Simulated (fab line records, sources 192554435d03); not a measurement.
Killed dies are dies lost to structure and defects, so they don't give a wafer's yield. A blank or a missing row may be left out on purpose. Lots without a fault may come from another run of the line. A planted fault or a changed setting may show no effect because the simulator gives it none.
Chamber matching | flow n5_finfet | N5_BEOL_M5_CURE_79 on uv_cure-03: 3 sister chambers
The step cures SiCOH lowk, time 240 s. 6 wafers are shown with their chamber, then 8 later ones without.

WAFERS WITH THEIR CHAMBER
wafer  | chamber | wafer_temp_C_max | lamp_power_pct (%)
L078.5 | 2       | 388.1            | 52.32
L078.6 | 2       | 387.6            | 52.27
L081.6 | 1       | 386.4            | 52.35
L085.2 | 0       | 386.7            | 52.30
L085.6 | 0       | 386.6            | 52.31
L088.1 | 1       | 385.9            | 52.28

WAFERS WITHOUT THEIR CHAMBER
wafer  | wafer_temp_C_max | lamp_power_pct (%)
L088.2 | 385.8            | 52.30
L088.5 | 386.3            | 52.31
L095.2 | 386.6            | 52.33
L095.5 | 386.4            | 52.25
L095.6 | 386.8            | 52.34
L097.2 | 387.4            | 52.34
L097.4 | 388.3            | 52.46
L097.6 | 388.2            | 52.34

WHICH CHAMBER EACH WENT THROUGH
wafer  | from the rows above     | in truth
L088.2 | can't be placed: 1 or 0 | 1
L088.5 | can't be placed: 1 or 0 | 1
L095.2 | can't be placed: 0 or 1 | 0
L095.5 | can't be placed: 0 or 1 | 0
L095.6 | can't be placed: 0 or 1 | 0
L097.2 | can't be placed: 2 or 0 | 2
L097.4 | 2                       | 2
L097.6 | 2                       | 2
Placed correctly: 2 of 8. Can't be placed from these rows: 6 (the true chamber is among the candidates in 6). Placed wrongly: 0.
How it was worked out, from the rows above alone: a wafer's distance from a chamber is the root of the sum, over the readings, of the square of ((its reading less the chamber's mean) divided by the reading's scatter). The wafer belongs to the nearest chamber; if the next one is less than 2 further off, it can't be placed. A chamber's mean is the mean of its shown wafers. The scatter: the root of (the sum of the squares of (reading less its chamber's mean) over the shown wafers, divided by (wafers less chambers)).
